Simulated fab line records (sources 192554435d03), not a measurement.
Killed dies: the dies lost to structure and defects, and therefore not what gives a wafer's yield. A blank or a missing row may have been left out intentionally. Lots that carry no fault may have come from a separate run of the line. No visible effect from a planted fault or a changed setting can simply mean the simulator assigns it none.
fab line records + flow n5Finfet
record
- lots=4
- wafers=11
- lastDay=17
route steps=1938 shown PMOS_HMC_CHANNEL_EPI@62 FIN_SAQP@90 BEOL_M4@1111 PASSIVATION@1936
lots with no fault: from the same line, run without faults
startH: start of the lot's first displayed wafer, in hours after the record's first day + waitH: hours elapsed since this lot's preceding step + " same as the row above + L1.1+2: several wafers, shown together as one row + - either no value or no given start + * or withheld: withheld + < > ~ a bound
route shown NAME@n: NAME is a module with steps in the file, n the number in the route of the first one + usual: mean and standard deviation over wafers with no fault + same: alike in all rows + chamber/n: place in a boat + sites: the reading at each site + _std_site: standard deviation across them + _edge_site: the outer-site mean with the inner-site mean subtracted + radiusMm: how far each site lies from the wafer's centre + mask NAME#n: copy n + behind: the last tool/chamber to shape the wafer + hold: why the lot was held/for how many hours/how that ended + device: the n, p or np transistor that did not switch + end of line: at the end of the route, the tests of the same wafers + where a step has no rows: the recipe by itself + killed: not the wafer's yield, but the dies lost to structure and defects at the first sort + map: dies across one wafer; x = killed, . = not, _ = none there
set.NAME: the setting as run; set.NAME@STEP: as run at that earlier step + model.NAME: the simulator's own value behind a step, which no gauge read
certain route steps with their lots: each step a table, each wafer a row
services: a tool's chamber out of use, with start hour (startH, from the record's first day; less than 0 if before it), hours out, and reason
## steps
# step N5_PMOS_HMC_CHANNEL_EPI_EXPOSE_06
# recipe
- maskId=PMOS_HMC_BLK
- na=1.35
- sourceShape=conventional
- sigmaOuter=0.8
- polarization=unpolarized
- targetCdNm=240
- doseMj=41
# step N5_PMOS_HMC_CHANNEL_EPI_PEB_07
# recipe
- pebTempC=110
- pebTimeS=60
- resist=CAR-ArF-block
# step N5_PMOS_HMC_CHANNEL_EPI_DEVELOP_08
# recipe
- developTimeS=30
- developer=TMAH
- resist=CAR-ArF-block
- devTempC=23
- rinseLiquid=diw
- dry=airSpin
# step N5_PMOS_HMC_CHANNEL_EPI_DESCUM_14
# recipe
- chemistry=O2
- timeS=7.9
- sourcePowerW=50
- biasPowerW=20
- pressureMtorr=20
- rfFrequencyHz=2.712e+07
- tempC=40
- resist=CAR-ArF-block
- o2FlowSccm=225
# step N5_PMOS_HMC_CHANNEL_EPI_ETCH_32
# recipe
- chemistry=N2/H2
- target=BARC
- stopOn=SiO2
- targetDepthA=858
- overEtchFrac=0.3
- timeS=50.3
- ionEnergyEv=200
- maskMaterial=CAR-ArF-block
- pressureMtorr=30
- sourceW=840
- biasW=150
- n2FlowSccm=200
- h2FlowSccm=200
# step N5_PMOS_HMC_CHANNEL_EPI_HM_OPEN_15
# recipe
- chemistry=CHF3/O2
- target=SiO2
- maskMaterial=CAR-ArF-block
- targetDepthA=406
- CHF3_flow_sccm=50
- O2_flow_sccm=5
- Ar_flow_sccm=200
- timeS=20.3
- pressureMtorr=30
- sourceW=650
- biasW=170
- ionEnergyEv=200
# step N5_PMOS_HMC_CHANNEL_EPI_STRIP_33
# recipe
- chemistry=N2/H2
- powerW=500
- tempC=40
- pressureMtorr=50
- rfFrequencyHz=6e+07
- overashFraction=0.3
- biasPowerW=8
- h2Frac=0.5
- n2FlowSccm=300
- h2FlowSccm=300
# step N5_PMOS_HMC_CHANNEL_EPI_STRIP_17
# recipe
- chemistry=SPM
- timeS=750
- tempC=130
- h2so4H2o2VolRatio=4
- dry=ipaMarangoni
# step N5_PMOS_HMC_CHANNEL_EPI_ETCH_38
# recipe
- chemistry=CF4
- target=SiO2
- targetDepthA=15
- ionEnergyEv=350
- pressureMtorr=10
- icpW=800
- biasW=400
- cf4FlowSccm=80
# step N5_PMOS_HMC_CHANNEL_EPI_FIN_RECESS_16
# recipe
- chemistry=HBr/Cl2
- target=Si
- maskMaterial=SiO2
- targetDepthA=540
- timeS=18
- pressureMtorr=10
- icpW=800
- biasW=75
- HBr_flow_sccm=150
- Cl2_flow_sccm=80
# usual
- drypumpMotorCurrentA=5.9/0.5
- mfcCl2Sccm=80.00/0.23
- oesProductAu=1.004/0.0092
- throttleValvePct=35.52/0.18
| lot.wafer | tool     | chamber | startH | waitH | drypumpMotorCurrentA | mfcCl2Sccm | oesProductAu | rfHoursCounterH | throttleValvePct | model.PMOS_HMC_CHANNEL_EPI.featureDepthNm | model.etch.depthNm |
|-----------|----------|---------|--------|-------|----------------------|------------|--------------|-----------------|------------------|-------------------------------------------|--------------------|
| L511.1    | rieSi-02 | 1       | 24.51  | 0.0   | 6.5                  | 79.87      | 1.011        | 91              | 35.74            | 54.68                                     | 54.68              |
| L511.2    | "        | 3       | "      | "     | 5.7                  | 80.47      | 1.012        | 15              | 35.46            | 54.97                                     | 54.97              |
| L511.5    | "        | 1       | "      | "     | 6.5                  | 79.83      | 1.003        | -               | 35.73            | 54.77                                     | 54.77              |
| L520.3    | rieSi-02 | 2       | 78.39  | 0.0   | 6.4                  | 79.87      | 0.985        | 76              | 35.58            | 60.04                                     | 60.04              |
| L520.5    | "        | 2       | "      | "     | 6.4                  | 80.07      | 0.997        | -               | 35.57            | 60.75                                     | 60.75              |
| L521.1    | rieSi-02 | 2       | 83.59  | 0.0   | 6.4                  | 80.07      | 1.002        | 76              | 35.56            | 53.72                                     | 53.72              |
| L521.5    | "        | 1       | "      | "     | 6.5                  | 80.36      | 1.004        | -               | 35.74            | 61.33                                     | 61.33              |
| L521.6    | "        | 0       | "      | "     | 6.0                  | 80.38      | 1.013        | -               | 35.45            | 53.96                                     | 53.96              |
| L533.1    | rieSi-03 | 3       | 156.60 | 0.0   | 6.0                  | 80.31      | 1.006        | 96              | 35.41            | 53.7                                      | 53.7               |
| L533.2    | "        | 2       | "      | "     | 6.3                  | 79.76      | 0.999        | 75              | 35.52            | 53.86                                     | 53.86              |
| L533.3    | "        | 1       | "      | "     | 5.1                  | 79.35      | 1.010        | 181             | 35.42            | 54.26                                     | 54.26              |
# step N5_PMOS_HMC_CHANNEL_EPI_PRECLEAN_36
# recipe
- chemistry=O3/DIW
- timeS=45
- tempC=22
- o3Ppm=10
# step N5_PMOS_HMC_CHANNEL_EPI_PRECLEAN_18
# recipe
- chemistry=DHF
- timeS=30
- tempC=25
- dilution=withheld
# step N5_PMOS_HMC_CHANNEL_EPI_SRD_19
# recipe
- dry=ipaMarangoni
- doPpb=5
- timeS=30
- tempC=23
- rinseLiquid=diw
# step N5_PMOS_HMC_CHANNEL_EPI_EPI_20
# recipe
- material=SiGe30
- maskMaterial=SiO2
- pressureTorr=20
- targetThkA=590
- tempC=600
# step N5_PMOS_HMC_CHANNEL_EPI_HM_STRIP_35
# recipe
- chemistry=dHF
- tempC=25
- material=SiO2
- target=SiO2
- targetDepthA=396
- timeS=216
# step N5_PMOS_HMC_CHANNEL_EPI_SRD_39
# recipe
- dry=ipaMarangoni
- timeS=30
- tempC=23
- rinseLiquid=diw
# step N5_PMOS_HMC_CHANNEL_EPI_CMP_21
# recipe
- material=SiGe30
- postCmpClean=alkalineBrush
- targetThkNm=54
# step N5_PMOS_HMC_CHANNEL_EPI_THK_MEAS_22
# recipe
- reads=SiGe30_of_PMOS_HMC_CHANNEL_EPI_EPI_20
# usual
- HMC_CMP_THK=54.1/0.48
| lot.wafer | tool         | chamber | startH | waitH | HMC_CMP_THK[nm] |
|-----------|--------------|---------|--------|-------|-----------------|
| L511.1    | filmMetro-01 | -       | 26.72  | -     | 54.8            |
| L511.2    | "            | -       | "      | "     | 55.1            |
| L511.5    | "            | -       | "      | "     | 54.8            |
| L520.3    | filmMetro-01 | -       | 80.19  | -     | 58.3            |
| L520.5    | "            | -       | "      | "     | 58.5            |
| L521.1    | filmMetro-01 | -       | 85.39  | -     | 53.6            |
| L521.5    | "            | -       | "      | "     | 59.2            |
| L521.6    | "            | -       | "      | "     | 54.0            |
| L533.1    | filmMetro-01 | -       | 158.80 | -     | 53.7            |
| L533.2    | "            | -       | "      | "     | 53.9            |
| L533.3    | "            | -       | "      | "     | 54.2            |
# step N5_PMOS_HMC_CHANNEL_EPI_PRECLEAN_40
# recipe
- chemistry=DHF
- timeS=30
- tempC=25
- dilution=withheld
# step N5_PMOS_HMC_CHANNEL_EPI_PRECLEAN_37
# recipe
- chemistry=O3/DIW
- timeS=45
- tempC=22
- o3Ppm=10
# step N5_PMOS_HMC_CHANNEL_EPI_PRECLEAN_24
# recipe
- chemistry=DHF
- timeS=30
- tempC=25
- dilution=withheld
# step N5_PMOS_HMC_CHANNEL_EPI_SRD_25
# recipe
- dry=ipaMarangoni
- doPpb=5
- timeS=30
- tempC=23
- rinseLiquid=diw
# step N5_PMOS_HMC_CHANNEL_EPI_EPI_26
# recipe
- material=Si
- targetThkA=38
- tempC=650
- precursor=SiH4/H2
- pressureTorr=20
- timeS=22.7
# step N5_FIN_SAQP_PRECLEAN_42
# recipe
- chemistry=O3/DIW
- timeS=60
- tempC=22
- o3Ppm=10
# step N5_FIN_SAQP_PRECLEAN_00
# recipe
- chemistry=SC1
- timeS=60
- tempC=55
- mix=1:2:50
# step N5_FIN_SAQP_PRECLEAN_44
# recipe
- chemistry=SC2
- timeS=45
- tempC=35
- mix=1:1:50
# step N5_FIN_SAQP_SRD_01
# recipe
- dry=ipaMarangoni
- timeS=30
- tempC=23
- rinseLiquid=diw
# step N5_FIN_SAQP_ALD_61
# recipe
- material=SiO2
- targetThkA=40
- tempC=300
- aldPrecursorFamily=BDEAS
- aldCoReactant=O2-plasma
- pulseTimeS=1
- purgeTimeS=2
- coReactantPurgeTimeS=2
- aldCycles=43
- pressureTorr=2
# step N5_FIN_SAQP_DENSIFY_62
# recipe
- tempC=700
- timeS=60
- ambient=N2
- idleTempC=600
- rampUpCPerS=150
- rampDownCPerS=60
- coolToC=600
# step N5_FIN_SAQP_HM_DEP_03
# recipe
- material=SiNx
- targetThkA=380
- tempC=400
- precursor=SiH4/NH3/N2
- pressureTorr=1.5
- rfW=300
- timeS=33.6
# step N5_FIN_SAQP_PECVD_47
# recipe
- material=a-Si
- targetThkA=450
- tempC=400
- precursor=SiH4/He
- pressureTorr=3
- rfW=100
- timeS=36.3
# step N5_FIN_SAQP_PECVD_48
# recipe
- material=SiNx
- targetThkA=250
- tempC=400
- precursor=SiH4/NH3/N2
- pressureTorr=1.5
- rfW=300
- timeS=22.1
# step N5_FIN_SAQP_PECVD_06
# recipe
- material=a-Si
- targetThkA=600
- tempC=400
- precursor=SiH4/He
- pressureTorr=3
- rfW=100
- timeS=48.1
# step N5_FIN_SAQP_HM_DEP_72
# recipe
- material=SiO2
- targetThkA=120
- tempC=400
- precursor=SiH4/N2O
- pressureTorr=0.75
- rfW=275
- timeS=7.2
# step N5_FIN_SAQP_COAT_49
# recipe
- resist=SOC
- tempC=250
- timeS=60
- spinRpm=1500
- resistThkNm=100
# step N5_BEOL_M4_RC_MEAS_101
# usual
- CJ_P=5.80/0.1
- DIBL_N=36.2/1.5
- DIBL_P=36.2/1.7
- IOFF_N=0.155/0.021
- IOFF_P=0.216/0.026
- IOFF_P_85C=3.7/0.38
- ION_N=674/11
- ION_P=464/6.8
- SS_N=71.5/0.56
- SS_P=73.3/0.6
- VT_N=250.2/2.6
- VT_P=-249.3/2.5
| lot.wafer | tool      | chamber | startH | waitH | CJ_P | DIBL_N[mV/V] | DIBL_P[mV/V] | IOFF_N[nA/um] | IOFF_P[nA/um] | IOFF_P_85C[nA/um] | ION_N[uA/um] | ION_P[uA/um] | SS_N[mV/dec] | SS_P[mV/dec] | VT_N[mV] | VT_P[mV] |
|-----------|-----------|---------|--------|-------|------|--------------|--------------|---------------|---------------|-------------------|--------------|--------------|--------------|--------------|----------|----------|
| L511.1    | prober-02 | 0       | 176.12 | 0.0   | 5.54 | 35.5         | 34.8         | 0.144         | 0.193         | 3.4               | 684          | 464          | 71.1         | 73.3         | 249.3    | -253.9   |
| L511.2    | "         | 0       | "      | "     | 5.59 | 35.6         | 35.0         | 0.149         | 0.202         | 3.6               | 679          | 465          | 71.3         | 73.8         | 249.2    | -250.6   |
| L511.5    | "         | 0       | "      | "     | 5.58 | 33.7         | 32.8         | 0.117         | 0.167         | 3.0               | 664          | 462          | 70.2         | 73.0         | 252.8    | -251.4   |
| L520.3    | prober-01 | 0       | 228.92 | 0.3   | 4.39 | 35.5         | 37.6         | 0.143         | 0.345         | 5.4               | 661          | 450          | 71.5         | 74.8         | 248.0    | -246.3   |
| L520.5    | "         | 0       | "      | "     | 4.17 | 35.6         | 38.0         | 0.151         | 0.352         | 5.6               | 671          | 443          | 71.9         | 76.1         | 248.4    | -248.4   |
| L521.1    | prober-01 | 0       | 239.48 | 0.0   | 5.86 | 33.9         | 34.3         | 0.143         | 0.214         | 3.7               | 662          | 458          | 71.2         | 72.9         | 250.1    | -248.4   |
| L521.5    | "         | 0       | "      | "     | 4.03 | 32.5         | 34.9         | 0.128         | 0.260         | 4.4               | 672          | 457          | 70.2         | 74.2         | 249.9    | -246.7   |
| L521.6    | "         | 0       | "      | "     | 5.92 | 33.7         | 34.9         | 0.154         | 0.224         | 3.9               | 689          | 472          | 70.9         | 72.2         | 246.2    | -245.5   |
| L533.1    | prober-02 | 0       | 310.46 | 0.0   | 5.90 | 34.9         | 35.4         | 0.123         | 0.197         | 3.5               | 666          | 467          | 70.3         | 72.6         | 254.0    | -247.1   |
| L533.2    | "         | 0       | "      | "     | 5.84 | 36.9         | 37.7         | 0.159         | 0.228         | 4.0               | 671          | 462          | 71.5         | 73.0         | 247.0    | -247.1   |
| L533.3    | "         | 0       | "      | "     | 5.73 | 35.1         | 35.2         | 0.126         | 0.194         | 3.5               | 672          | 467          | 71.2         | 73.0         | 254.5    | -250.2   |
# step N5_PASSIVATION_PROBE_49
# usual
- defectLimitedYield=91.3/1.3
- killed_at_M0_to_M3=32/11
- killed_at_M4_up=15/5.6
- killedAtContacts=12/6
- killedAtFrontEnd=40/11
- killedAtOther=3.5/2.6
- killedDies=102/15
- killedOpen=67/12
- killedShort=34/7.3
- sort_bin_5_function=5.1/0.85
- sort_bin_6_memory=3.2/0.61
- sortNPass=1078/15
- sortYieldPct=91.3/1.3
# same
- grossDies=1180
- killedAtBackSide=0
- sort_bin_4_leakage[%]=0
- sort_bin_8_speed[%]=0
| lot.wafer | tool      | chamber | startH | waitH | defectLimitedYield[%] | killed_at_M0_to_M3 | killed_at_M4_up | killedAtContacts | killedAtFrontEnd | killedAtOther | killedDies | killedOpen | killedShort | sort_bin_5_function[%] | sort_bin_6_memory[%] | sortNPass | sortYieldPct[%] |
|-----------|-----------|---------|--------|-------|-----------------------|--------------------|-----------------|------------------|------------------|---------------|------------|------------|-------------|------------------------|----------------------|-----------|-----------------|
| L511.1    | prober-01 | -       | 279.47 | 0.0   | 91.0                  | 29                 | 5               | 8                | 61               | 3             | 106        | 69         | 37          | 5.3                    | 3.5                  | 1074      | 91.0            |
| L511.2    | prober-01 | -       | 279.52 | 0.1   | 91.9                  | 24                 | 8               | 13               | 46               | 4             | 95         | 56         | 38          | 4.2                    | 3.8                  | 1085      | 91.9            |
| L511.5    | prober-01 | -       | 279.67 | 0.2   | 92.4                  | 26                 | 6               | 16               | 38               | 4             | 90         | 58         | 32          | 4.7                    | 2.7                  | 1090      | 92.4            |
| L520.3    | prober-02 | -       | 335.88 | 0.1   | 91.3                  | 44                 | 21              | 9                | 26               | 3             | 103        | 69         | 33          | 4.9                    | 3.7                  | 1077      | 91.3            |
| L520.5    | prober-02 | -       | 335.98 | 0.2   | 89.4                  | 46                 | 9               | 18               | 50               | 2             | 125        | 84         | 36          | 6.3                    | 3.7                  | 1055      | 89.4            |
# killed by level:class
L511.1 FIN_SAQP:geometricParticle:open=16 FIN_SAQP:geometricParticle:short=14 BEOL_M0_SAQP:geometricParticle:short=9 STI_FIN_REVEAL:geometricParticle:open=7 MOL_CONTACT_COAG:geometricParticle:open=7 DUMMY_GATE:geometricParticle:open=6 BEOL_M0_SAQP:geometricParticle:open=5 BEOL_M3:geometricParticle:open=5
L511.2 MOL_CONTACT_COAG:geometricParticle:open=10 FIN_SAQP:geometricParticle:short=9 STI_FIN_REVEAL:geometricParticle:open=8 BEOL_M0_SAQP:geometricParticle:short=8 FIN_SAQP:geometricParticle:open=6 DUMMY_GATE:geometricParticle:open=6 BEOL_M2:geometricParticle:open=5 GATE_CUT:geometricParticle:short=4
L511.5 MOL_CONTACT_COAG:geometricParticle:open=14 FIN_SAQP:geometricParticle:short=8 FIN_SAQP:geometricParticle:open=8 STI_FIN_REVEAL:geometricParticle:open=7 BEOL_M0_SAQP:geometricParticle:short=7 BEOL_M2:geometricParticle:open=6 BEOL_M1:geometricParticle:open=4 BEOL_M6:geometricParticle:open=3
L520.3 BEOL_M0_SAQP:geometricParticle:open=16 BEOL_M4:geometricParticle:open=13 BEOL_M1:geometricParticle:open=9 FIN_SAQP:geometricParticle:open=7 FIN_SAQP:geometricParticle:short=5 MOL_CONTACT_COAG:geometricParticle:open=5 GATE_CUT:geometricParticle:short=5 BEOL_M3:geometricParticle:open=5
L520.5 MOL_CONTACT_COAG:geometricParticle:open=16 FIN_SAQP:geometricParticle:short=13 BEOL_M1:geometricParticle:open=13 FIN_SAQP:geometricParticle:open=10 BEOL_M2:geometricParticle:open=9 ILD0:geometricParticle:open=7 BEOL_M0_SAQP:geometricParticle:short=7 STI_FIN_REVEAL:geometricParticle:open=6
## services
| tool     | chamber | startH | hours | kind          |
|----------|---------|--------|-------|---------------|
| rieSi-02 | 2       | 17.94  | 2.3   | repair        |
| rieSi-03 | 0       | 24.97  | 5.6   | repair        |
| rieSi-02 | 2       | 39.69  | 1.8   | repair        |
| rieSi-03 | -       | 60.91  | 0.3   | repair        |
| rieSi-03 | 3       | 130.71 | 8.9   | repair        |
| rieSi-03 | 0       | 148.78 | -     | clean         |
| rieSi-03 | 0       | 148.78 | 10.9  | scheduledDown |
| rieSi-03 | 0       | 148.78 | 10.9  | ventCycle     |
## key
firstSign
- step=N5_PMOS_HMC_CHANNEL_EPI_THK_MEAS_22
- reading=HMC_CMP_THK
- direction=up
- sigmas=9.5
- usual=54.1
- struck=58.7
effect
- step=N5_BEOL_M4_RC_MEAS_101
- reading=CJ_P
- direction=down
- sigmas=16
- usual=5.80
- struck=4.20
effect
- step=N5_BEOL_M4_RC_MEAS_101
- reading=IOFF_P
- direction=up
- sigmas=3.9
- usual=0.216
- struck=0.319
effect
- step=N5_BEOL_M4_RC_MEAS_101
- reading=IOFF_P_85C
- direction=up
- sigmas=3.7
- usual=3.7
- struck=5.1
effect
- step=N5_BEOL_M4_RC_MEAS_101
- reading=SS_P
- direction=up
- sigmas=2.8
- usual=73.3
- struck=75.0
effect
- step=N5_BEOL_M4_RC_MEAS_101
- reading=ION_P
- direction=down
- sigmas=2.1
- usual=464
- struck=450
modelEffect
- step=N5_PMOS_HMC_CHANNEL_EPI_FIN_RECESS_16
- value=PMOS_HMC_CHANNEL_EPI.featureDepthNm
- without=53.55
- struck=60.71
metAt N5_PMOS_HMC_CHANNEL_EPI_FIN_RECESS_16
struckWafers L520.3,L520.5,L521.5
onsetBetween 24.51 78.39
fault
- kind=processParameterDrift
- tool=rieSi-02
- chamber=-
- onsetH=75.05
- steps=N5_PMOS_HMC_CHANNEL_EPI_FIN_RECESS_16
- channel=timeS
- offset=*
- shape=step
- endH=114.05
- scope=struckWafersOnly
- actsIn=*
- stated=*
